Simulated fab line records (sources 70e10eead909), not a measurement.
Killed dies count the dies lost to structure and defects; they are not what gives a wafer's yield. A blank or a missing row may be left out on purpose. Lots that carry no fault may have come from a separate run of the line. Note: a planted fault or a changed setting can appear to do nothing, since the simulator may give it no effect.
A struck lot beside a sound one    flow nand-harc    13 steps out of a route of 1302
Sound: the wafers L913.2, L913.3, L913.4. Struck: wafers L918.2, L918.5 (left out: L918.6, a lot-mate that was not struck); the cause follows at the end.
Per side, at each step with rows, come the tool, then ch with its chambers, and then its first start. Under that, the readings that differ: sound wafers    struck wafers    difference of the means    sigmas: that difference in standard deviations of wafers without a fault.
alike: words and numbers the same on both sides, and readings whose means are apart by under 2 such deviations; not compared: readings that were withheld, readings missing a value for some wafer, numbers with overlapping values and no deviation given by the record, and bounds like >300 which may hide the same value.
Wherever a step has rows on one side only, a row that says differs or no value, or a row with sigmas, the two part there. Non-overlapping numbers with no deviation appear without sigmas and do not part them. A reading missing from all wafers of one side parts the sides only when that side holds two or more wafers.

NHARC_A_SLIT_ETCH_29: etches the open film in CF4/O2, target depth 100 nm, overetch 10 nm, time 55 s.
  sound on rie-diel-07 ch 0,1,3, day 23 18:18; struck on rie-diel-09 ch 1,2, day 26 00:49
  alike: drypump-motor-current-A, oes-product-au, rf-vpp-V, showerhead-plenum-p-Torr, throttle-valve-pct
  not compared: rf-hours-counter-h
NHARC_A_SLIT_STRIP_18: strips in O2.
  sound: rie-diel-07 ch 0,1,2; struck: rie-diel-09 ch 0,3
reading       sound           struck     difference  sigmas
rf-vpp-V (V)  58.7 58.3 59.0  57.0 56.2  -2.1        -2
  alike: drypump-motor-current-A, oes-product-au, showerhead-plenum-p-Torr, throttle-valve-pct
  not compared: rf-hours-counter-h
then, 2 steps without rows for these wafers: NHARC_A_SLIT_PRECLEAN_19 (cleans in SC1); NHARC_A_SLIT_SRD_20.
NHARC_A_SLIT_CD_MEAS_21:
  sound on cd-sem-02, day 23 18:50; struck on cd-sem-03, day 26 01:22
  alike: cd-nm
then, 3 steps without rows for these wafers: NHARC_A_SIN_REMOVE_WET_00 (chemistry H3PO4, time 15300 s); NHARC_A_SIN_REMOVE_PRECLEAN_01 (cleans in SC1); NHARC_A_SIN_REMOVE_SRD_02.
NHARC_A_SIN_REMOVE_INSPECT_04:
  sound on defect-inspect-02, day 24 01:23; struck on defect-inspect-02, day 26 08:50
  alike: raw-defect-count
NHARC_A_WL_FILL_ALD_00: deposits Al2O3, target thk 3 nm, pulse time 3 s, ald cycles 30.
  sound on ald-hk-04 ch 0,1,3, day 24 01:29; struck on ald-hk-01 ch 0,1, day 26 08:57
  alike: heater-power-w, precursor-pulse-height-rel
  not compared: ald-cycles
NHARC_A_WL_FILL_RTA_01: time 5 s.
  sound on rtp-anneal-01 ch 0, day 24 01:45; struck on rtp-anneal-01 ch 0, day 26 09:11
  alike: lamp-power-pct, lamp_zone_4_pct, lamp_zone_7_pct, wafer_temp_C_max
NHARC_A_WL_FILL_ALD_02: deposits TiN, target thk 2 nm, pulse time 3 s, ald cycles 100.
  sound on ald-metal-03 ch 0,1,2, day 24 01:56; struck on ald-metal-04 ch 0,3, day 26 09:23
reading     sound        struck  difference  sigmas
ald-cycles  100 100 100  49 49   -51         
  alike: heater-power-w, precursor-pulse-height-rel
-- jump in the record: it breaks off in module A_WL_FILL and resumes in module END (first step shown: number 1302 of the route), and 4 days separate the struck wafers' starts before and after --
NHARC_END_SORT_01:
  at this point the record logs the struck wafers (prober-01 ch 0, day 30 18:10) and has no rows for the sound ones

WHERE THEY PART
At NHARC_A_SLIT_STRIP_18 first; at NHARC_END_SORT_01 last (within this record only).

WHY: what the simulator had put in
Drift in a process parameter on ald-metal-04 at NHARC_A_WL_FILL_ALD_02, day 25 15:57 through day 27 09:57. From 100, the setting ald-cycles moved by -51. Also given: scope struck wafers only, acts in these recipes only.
